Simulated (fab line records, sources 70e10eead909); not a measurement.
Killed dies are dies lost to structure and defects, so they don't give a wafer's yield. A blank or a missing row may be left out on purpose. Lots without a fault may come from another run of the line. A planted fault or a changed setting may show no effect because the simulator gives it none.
A struck lot beside a sound one | flow nand_harc | 15 steps out of a route of 1302
Sound: wafers L928.1, L928.4, L928.6. Struck: wafers L913.2, L913.3, L913.4. The cause comes at the end.
At each step with rows: each side's tool, then ch and its chambers, then its first start. Under that, the readings that differ: sound wafers | struck wafers | difference of the means | sigmas: that difference in standard deviations of wafers without a fault.
alike: readings whose means differ by less than 2 such deviations, and words and numbers that are the same on both sides. not compared: withheld readings, readings that some wafer has no value for, bounds like >300 that may hide the same value, and numbers for which the record gives no deviation and whose values overlap.
The two part at a step that has a row with sigmas, a row that says differs or no value, or rows on one side only. Numbers that don't overlap but have no deviation are shown without sigmas and don't part them. A reading that every wafer of one side lacks parts them only if that side has two wafers or more.

first, 1 step without rows for these wafers: NHARC_A_CHANNEL_HOLE_D2_SRD_30.
NHARC_A_CHANNEL_HOLE_D2_CD_MEAS_31:
  sound on cd_sem-03, day 20 20:16; struck on cd_sem-01, day 15 01:54
  alike: cd_nm
NHARC_A_CHANNEL_HOLE_D2_XSEM_32:
  sound on xsem-01 ch 0, day 20 20:21; struck on xsem-01 ch 0, day 15 01:59
  reading            | sound          | struck         | difference | sigmas
  tilt_deg (degrees) | 0.11 0.10 0.10 | 0.03 0.02 0.02 | -0.08      | -2
  alike: bot_cd_nm, bow_nm
NHARC_A_CHANNEL_HOLE_D2_INSPECT_40:
  sound on defect_inspect-02, day 20 20:27; struck on defect_inspect-02, day 15 02:05
  alike: raw_defect_count
then, 2 steps without rows for these wafers: NHARC_A_CHANNEL_FILL_D2_PRECLEAN_00 (cleans in SC1); NHARC_A_CHANNEL_FILL_D2_SRD_01.
NHARC_A_CHANNEL_FILL_D2_ALD_02: deposits SiO2, target thk 6 nm, pulse time 10 s, ald cycles 60.
  sound on ald_hk-04 ch 0,3, day 20 20:38; struck on ald_hk-04 ch 1,2,3, day 15 02:17
  alike: heater_power_w, precursor_pulse_height_rel
  not compared: since_wet_clean_h
then, 1 step without rows for these wafers: NHARC_A_CHANNEL_FILL_D2_ALD_03 (deposits SiNx, target thk 6 nm, pulse time 60 s, ald cycles 58).
NHARC_A_CHANNEL_FILL_D2_ALD_14: deposits SiO2, target thk 2.5 nm, pulse time 10 s, ald cycles 25.
  sound on ald_hk-02 ch 1,2,3, day 21 04:14; struck on ald_hk-04 ch 0,1,3, day 15 08:45
  alike: heater_power_w, precursor_pulse_height_rel
  not compared: since_wet_clean_h
then, 1 step without rows for these wafers: NHARC_A_CHANNEL_FILL_D2_ALD_15 (deposits SiNx, target thk 2 nm, pulse time 60 s, ald cycles 19).
NHARC_A_CHANNEL_FILL_D2_ALD_16: deposits SiO2, target thk 1.5 nm, pulse time 10 s, ald cycles 15.
  sound on ald_hk-04 ch 0,1, day 21 09:30; struck on ald_hk-04 ch 0,1,3, day 15 13:55
  alike: heater_power_w, precursor_pulse_height_rel
  not compared: since_wet_clean_h
then, 1 step without rows for these wafers: NHARC_A_CHANNEL_FILL_D2_ANNEAL_17 (time 1800 s).
NHARC_A_CHANNEL_FILL_D2_CVD_18: deposits poly-Si, target thk 3 nm.
  sound on lpcvd_poly-03 ch 0, day 21 18:52; struck on lpcvd_poly-02 ch 0, day 16 01:54
  alike: spike_tc_lower_C, tube_center_temp_C, zone_power_upper_pct
NHARC_A_CHANNEL_FILL_D2_ETCHBACK_19: etches the open film in HBr/Cl2, target depth 5 nm, time 1.7 s.
  sound on rie_si-04 ch 0,1,3, day 21 20:57; struck on rie_si-01 ch 0,1,2, day 16 04:17
  alike: chamber_pressure_mTorr, drypump_motor_current_A, he_backside_leak_sccm, mfc_cl2_sccm, oes_product_au, throttle_valve_pct
  not compared: rf_hours_counter_h
-- the record jumps here: 10 days lie between the struck wafers' starts before and after (it left off in module A_CHANNEL_FILL_D2 and takes up again in module END, whose first step shown is number 1302 of the route) --
NHARC_END_SORT_01:
  the record has rows for the struck wafers here (prober-01 ch 0, day 26 04:44) and none for the sound ones

WHERE THEY PART
First at NHARC_A_CHANNEL_HOLE_D2_XSEM_32; last, within this record, at NHARC_END_SORT_01.

WHY: what the simulator had put in
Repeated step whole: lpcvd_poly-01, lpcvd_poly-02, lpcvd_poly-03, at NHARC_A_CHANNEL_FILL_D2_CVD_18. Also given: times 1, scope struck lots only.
